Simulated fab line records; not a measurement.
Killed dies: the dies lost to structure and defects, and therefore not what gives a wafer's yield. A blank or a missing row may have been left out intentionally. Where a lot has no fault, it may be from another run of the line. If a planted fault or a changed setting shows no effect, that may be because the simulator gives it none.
fab line records	flow nand_harc
[record] lots = 12	wafers = 36	last_day = 24
route steps=1159 shown P_M1@296 P_M2@323 END@1159
lots that met no fault: taken from a fault-free run of the same line
start_h: hours from the record's first day to the start of the lot's first wafer shown	wait_h: hours from the lot's prior step to this one	" the same as in the row above	L1.1+2: a single row standing in for several wafers	- value missing, or start not given	* or withheld: withheld	< > ~ a bound
route shown NAME@n: names a module that has steps shown in the file, with the first one's number in the route	usual: mean/standard deviation taken from wafers without a fault	same: alike in all rows	chamber/n: place in a boat	sites: each site's reading	_std_site: the values' standard deviation	_edge_site: the outer-site mean with the inner-site mean subtracted	radius_mm: how far each site lies from the wafer's centre	mask NAME#n: copy n	behind: the last tool/chamber to shape the wafer	hold: what put the lot on hold/how long, in hours/how the hold closed	device: transistor that didn't switch, given as n, p or np	end of line: tests run on the same wafers once the route is complete	step lacking rows: just its recipe	killed: dies lost to structure and defects at the first sort, not the wafer's yield	map: shows each die of a wafer: x if killed, . if not, _ if none is there
set.NAME: the setting as run; set.NAME@STEP: as run at that earlier step	model.NAME: the simulator's own value behind a step, which no gauge read
steps of the route over a sample of lots; a table a step, a row a wafer
services: from which hour (start_h, from the record's first day; less than 0 if before it) a tool's chamber was out of use, for how many hours, and why
[[steps]]
[step NHARC_P_M1_OVL_MEAS_10]
[recipe] pitch_nm = 260
[usual] overlay_x_nm = -0.1/0.81	overlay_y_nm = 0.1/0.76
lot.wafer	tool	chamber	start_h	wait_h	overlay_x_nm	overlay_y_nm
L385.2	overlay-02	-	140.65	-	-0.7	0.4
L385.3	"	-	"	"	-0.5	-0.1
L385.4	"	-	"	"	-1.2	-0.1
L387.1	overlay-01	-	141.10	-	0.4	-1.3
L387.5	"	-	"	"	0.4	-1.2
L387.6	"	-	"	"	0.7	-0.7
L386.3	overlay-02	-	141.58	-	-1.8	-1.1
L386.4	"	-	"	"	-1.0	-1.6
L386.6	"	-	"	"	-1.1	-1.1
L388.1	overlay-01	-	141.74	-	0.8	-0.1
L388.5	"	-	"	"	1.1	-0.1
L388.6	"	-	"	"	0.8	0.0
L389.1	overlay-02	-	147.34	-	1.7	-0.3
L389.2	"	-	"	"	1.7	-0.3
L389.4	"	-	"	"	2.1	0.2
L390.1	overlay-01	-	152.21	-	0.2	0.2
L390.2	"	-	"	"	0.0	0.1
L390.6	"	-	"	"	0.5	0.2
L391.1	overlay-02	-	157.09	-	0.9	-0.7
L391.3	"	-	"	"	0.6	-0.9
L391.6	"	-	"	"	0.9	-0.5
L396.1	overlay-02	-	197.92	-	0.9	0.5
L396.4	"	-	"	"	1.2	0.2
L396.6	"	-	"	"	0.8	0.3
L399.2	overlay-02	-	198.16	-	-0.9	-0.7
L399.3	"	-	"	"	-0.8	-0.8
L399.6	"	-	"	"	-0.3	-0.4
L401.4	overlay-01	-	218.24	-	-1.3	0.1
L401.5	"	-	"	"	-1.2	0.3
L401.6	"	-	"	"	-1.3	0.7
L405.4	overlay-01	-	237.31	-	-0.6	0.4
L405.5	"	-	"	"	-0.5	0.3
L405.6	"	-	"	"	-0.5	0.4
L408.1	overlay-01	-	262.53	-	-0.7	-0.8
L408.2	"	-	"	"	-0.8	-0.9
L408.4	"	-	"	"	-1.0	-0.8
[step NHARC_P_M1_CMP_23]
[recipe] t_overpolish_s = 20	target_thk_nm = 157.82
[usual] motor_current_A = 12.2/1.2	time_to_endpoint_s = 29.8/2.4
[same] t_overpolish_s = 20
lot.wafer	tool	chamber	start_h	wait_h	motor_current_A	time_to_endpoint_s
L385.2	cmp-02	3	142.87	-	14.0	29.5
L385.3	"	1	"	"	12.1	29.3
L385.4	"	2	"	"	9.3	31.1
L387.1	cmp-04	3	143.32	-	11.6	29.2
L387.5	"	3	"	"	11.8	31.0
L387.6	"	0	"	"	13.2	33.5
L386.4	cmp-02	2	143.82	-	9.7	30.9
L386.3	"	3	"	"	13.9	27.4
L386.6	"	2	"	"	9.6	32.3
L388.1	cmp-04	3	144.20	-	12.0	34.5
L388.5	"	1	"	"	11.3	30.4
L388.6	"	2	"	"	12.2	31.5
L389.1	cmp-01	2	149.89	-	12.2	29.8
L389.2	"	3	"	"	12.2	31.6
L389.4	"	0	"	"	13.9	32.5
L390.2	cmp-04	0	154.48	-	14.1	33.0
L390.1	"	1	"	"	10.9	32.2
L390.6	"	2	"	"	12.0	29.7
L391.3	cmp-02	2	159.43	-	9.2	30.6
L391.1	"	3	"	"	13.8	29.6
L391.6	"	2	"	"	10.5	31.7
L396.1	cmp-04	3	200.15	-	11.7	29.6
L396.4	"	0	"	"	13.6	27.9
L396.6	"	3	"	"	12.6	29.9
L399.2	cmp-01	1	200.51	-	11.4	32.5
L399.3	"	3	"	"	12.7	32.2
L399.6	"	0	"	"	14.4	31.3
L401.4	cmp-01	3	221.02	-	13.4	30.8
L401.5	"	3	"	"	12.9	30.8
L401.6	"	0	"	"	14.3	29.5
L405.4	cmp-04	3	239.57	-	12.1	30.9
L405.5	"	1	"	"	11.2	28.5
L405.6	"	2	"	"	12.8	28.7
L408.2	cmp-04	2	264.80	-	12.5	27.0
L408.4	"	3	"	"	11.8	27.5
L408.1	"	1	"	"	10.8	27.4
[step NHARC_P_M1_DEP_33]
[recipe] target_thk_a = 300	temp_c = 370	target_thk_nm = 30	pressure_torr = 3	flow_sccm = 200	rf_w = 450	material = SiCN
[usual] heater_power_outer_w = 303/46	heater_power_w = 566/75
lot.wafer	tool	chamber	start_h	wait_h	heater_power_outer_w	heater_power_w
L385.2	pecvd-04	1	143.49	0.1	262	482
L385.3	"	0	"	"	284	550
L385.4	"	1	"	"	264	493
L387.1	pecvd-04	0	144.25	0.1	257	542
L387.5	"	1	"	"	227	417
L387.6	"	0	"	"	258	533
L386.3	pecvd-01	0	144.49	0.1	346	604
L386.6	"	2	"	"	271	495
L386.4	"	1	"	"	276	489
L388.1	pecvd-04	2	144.85	0.1	306	598
L388.6	"	0	"	"	255	526
L388.5	"	1	"	"	256	466
L389.1	pecvd-01	0	150.53	0.1	330	605
L389.2	"	1	"	"	219	418
L389.4	"	1	"	"	221	423
L390.2	pecvd-01	0	155.04	0.1	308	564
L390.1	"	2	"	"	308	549
L390.6	"	0	"	"	311	580
L391.3	pecvd-01	1	160.02	0.1	272	494
L391.1	"	0	"	"	392	707
L391.6	"	0	"	"	399	689
L396.1	pecvd-02	2	200.82	0.1	329	599
L396.6	"	2	"	"	324	596
L396.4	"	1	"	"	279	562
L399.2	pecvd-02	2	201.20	0.1	341	610
L399.3	"	0	"	"	348	668
L399.6	"	0	"	"	364	676
L401.6	pecvd-04	1	221.77	0.2	240	466
L401.5	"	2	"	"	259	539
L401.4	"	0	"	"	332	617
L405.5	pecvd-04	0	240.26	0.2	276	548
L405.4	"	1	"	"	227	448
L405.6	"	2	"	"	284	560
L408.1	pecvd-02	0	265.42	0.1	374	678
L408.2	"	2	"	"	328	605
L408.4	"	1	"	"	315	605
[step NHARC_P_M2_SOFTBAKE_04]
[recipe] temp_c = 105	time_s = 55
[usual] heater_power_total_W = 188.47/0.14	plate_temp_C = 104.99/0.13
lot.wafer	tool	chamber	start_h	wait_h	heater_power_total_W	plate_temp_C
L385.2	litho_track-06	0	144	-	188.42	105.08
L385.3	"	0	"	"	188.49	105.22
L385.4	"	0	"	"	188.35	104.99
L387.1	litho_track-01	0	144	-	188.39	104.74
L387.5	"	0	145	-	188.33	104.83
L387.6	"	0	"	"	188.71	104.86
L386.3	litho_track-01	0	145	-	188.75	104.95
L386.4	"	0	"	"	188.38	104.99
L386.6	"	0	"	"	188.30	105.29
L388.1	litho_track-01	0	145	-	188.53	104.95
L388.5	"	0	"	"	188.53	105.03
L388.6	"	0	"	"	188.51	104.99
L389.1	litho_track-04	0	151	-	188.48	105.01
L389.2	"	0	"	"	188.46	105.05
L389.4	"	0	"	"	188.39	104.99
L390.1	litho_track-04	0	155	-	188.43	104.85
L390.2	"	0	"	"	188.78	104.91
L390.6	"	0	"	"	188.34	104.89
L391.1	litho_track-04	0	160	-	188.30	104.99
L391.3	"	0	"	"	188.42	104.96
L391.6	"	0	"	"	188.56	104.75
L396.1	litho_track-06	0	201	-	212.46	-
L396.4	"	0	"	"	212.54	-
L396.6	"	0	"	"	212.74	-
L399.2	litho_track-06	0	202	-	212.65	-
L399.3	"	0	"	"	212.58	-
L399.6	"	0	"	"	212.71	-
L401.4	litho_track-01	0	222	-	188.46	105.04
L401.5	"	0	"	"	188.70	105.04
L401.6	"	0	"	"	188.46	105.02
L405.4	litho_track-01	0	241	-	188.32	105.04
L405.5	"	0	"	"	188.33	105.27
L405.6	"	0	"	"	188.36	104.98
L408.1	litho_track-04	0	266	-	188.29	105.10
L408.2	"	0	"	"	188.53	105.06
L408.4	"	0	"	"	188.35	105.10
[step NHARC_END_SORT_01]
[recipe] temp_c = 25
[usual] defect_limited_yield = 95.2/1.6	killed_at_array = 29/10	killed_at_other = 0.7/1.1	killed_at_periphery = 3.2/2.2	killed_dies = 33/11	killed_open = 3.5/1.8	killed_short = 2.0/1.4	sort_bin_2_pct = 1.5/0.61	sort_bin_3_pct = 0.29/0.22	sort_bin_4_pct = 3.1/1.1	sort_n_pass = 644/11	sort_rim_yield_pct = 95/3.3	sort_yield_pct = 95.2/1.6
[same] gross_dies = 677	sort_bin_5_pct[%] = 0	sort_bin_6_pct[%] = 0	sort_bin_7_pct[%] = 0	sort_bin_8_pct[%] = 0	sort_rim_n_gross = 106.00
lot.wafer	tool	chamber	start_h	wait_h	defect_limited_yield[%]	killed_at_array	killed_at_other	killed_at_periphery	killed_dies	killed_open	killed_short	sort_bin_2_pct[%]	sort_bin_3_pct[%]	sort_bin_4_pct[%]	sort_n_pass	sort_rim_yield_pct[%]	sort_yield_pct[%]
L396.1	prober-02	0	513.93	2.5	93.2	38	0	8	46	3	1	1.6	0.30	4.9	631	96	93.2
L396.4	prober-02	0	516.32	3.4	92.3	43	1	8	52	5	3	2.4	0.30	5.0	625	91	92.3
L396.6	prober-02	0	517.90	4.0	93.1	39	1	7	47	4	2	1.6	0.44	4.9	630	92	93.1
L399.2	prober-01	0	522.38	2.8	96.9	18	0	3	21	2	4	0.4	0.30	2.4	656	97	96.9
L399.3	prober-01	0	523.19	3.1	96.3	22	1	2	25	8	0	1.3	0	2.4	652	94	96.3
L399.6	prober-01	0	525.61	4.0	97.3	13	3	2	18	2	0	0.9	0.30	1.5	659	98	97.3
// killed by level:class
L396.1 A_CHANNEL_HOLE_D1:chamber_film_flake=19 A_SLIT:chamber_film_flake=12 A_STAIRCASE:chamber_film_flake=5 P_M2:chamber_film_flake=4 P_GATE:chamber_film_flake=2 P_GATE:geometric_particle:open=1 P_M2:geometric_particle:open=1 A_ONON_D1:geometric_particle:short=1
L396.4 A_CHANNEL_HOLE_D1:chamber_film_flake=14 A_STAIRCASE:chamber_film_flake=13 A_SLIT:chamber_film_flake=7 P_M2:chamber_film_flake=6 A_ONON_D1:geometric_particle:open=2 A_CHANNEL_FILL_D1:geometric_particle:short=2 A_CONTACT:geometric_particle:open=2 P_GATE:chamber_film_flake=2
L396.6 A_CHANNEL_HOLE_D1:chamber_film_flake=19 A_SLIT:chamber_film_flake=10 P_M2:chamber_film_flake=5 A_STAIRCASE:chamber_film_flake=4 A_SGD_CUT:geometric_particle:open=2 P_GATE:geometric_particle:short=1 A_ONON_D1:geometric_particle:open=1 A_ONON_D1:geometric_particle:short=1
L399.2 A_CONTACT:chamber_film_flake=6 A_SLIT:chamber_film_flake=4 P_M0:geometric_particle:short=1 A_CHANNEL_FILL_D1:geometric_particle:short=1 A_SGD_CUT:geometric_particle:open=1 A_WL_FILL:geometric_particle:short=1 A_CONTACT:geometric_particle:open=1 A_CONTACT:geometric_particle:short=1
L399.3 A_CHANNEL_HOLE_D1:chamber_film_flake=7 A_CONTACT:chamber_film_flake=3 A_CONTACT:geometric_particle:open=2 A_M1:geometric_particle:open=2 A_STAIRCASE:chamber_film_flake=2 A_SLIT:chamber_film_flake=2 A_WL_FILL:chamber_film_flake=2 P_GATE:geometric_particle:open=1
L399.6 A_CONTACT:chamber_film_flake=5 A_CHANNEL_HOLE_D1:chamber_film_flake=4 THIN_TSV:chamber_film_flake=3 A_CHANNEL_HOLE_D1:geometric_particle:open=1 A_M0:geometric_particle:open=1 P_STI:chamber_film_flake=1 P_BONDPAD:chamber_film_flake=1 A_STAIRCASE:chamber_film_flake=1
[[services]]
tool	chamber	start_h	hours	kind
cmp-01	-	124.71	0.6	repair
cmp-02	-	128.50	4.0	pm
litho_track-04	-	141.00	7.0	pm
pecvd-02	-	153.20	13.0	pm
pecvd-04	2	177.51	5.0	repair
cmp-01	-	179.50	4.0	pm
cmp-04	-	189.33	1.9	repair
pecvd-04	-	195.00	13.0	pm
pecvd-04	0	195.00	13.0	vent_cycle
pecvd-04	1	195.00	13.0	vent_cycle
pecvd-04	2	195.00	13.0	vent_cycle
cmp-04	-	203.07	4.0	pm
cmp-04	-	207.07	-	consumable_replace:conditioner
cmp-04	-	207.07	-	consumable_replace:pad
pecvd-04	0	208.00	-	clean
pecvd-04	1	208.00	-	clean
pecvd-04	2	208.00	-	clean
cmp-02	-	226.56	4.0	pm
pecvd-01	-	237.40	13.0	pm
pecvd-01	0	237.40	13.0	vent_cycle
pecvd-01	1	237.40	13.0	vent_cycle
pecvd-04	-	244.85	1.2	repair
cmp-01	-	258.67	1.3	repair
cmp-02	-	261.23	0.5	repair
[[key]]
[first_sign] step = NHARC_P_M2_SOFTBAKE_04	reading = heater_power_total_W	direction = up	sigmas = 99+	usual = *	struck = *
effect none on later readings
met_at NHARC_P_M2_SOFTBAKE_04
struck_lots L396,L399
not_acting_at NHARC_P_M1_OVL_MEAS_10,NHARC_P_M1_CMP_23,NHARC_P_M1_DEP_33
onset_between 144 201
[fault] kind = process_parameter_drift	tool = litho_track-06	chamber = -	onset_h = 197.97	steps = NHARC_P_M2_SOFTBAKE_04	channel = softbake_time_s	offset = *	shape = step	end_h = 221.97	acts_in = *	stated = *
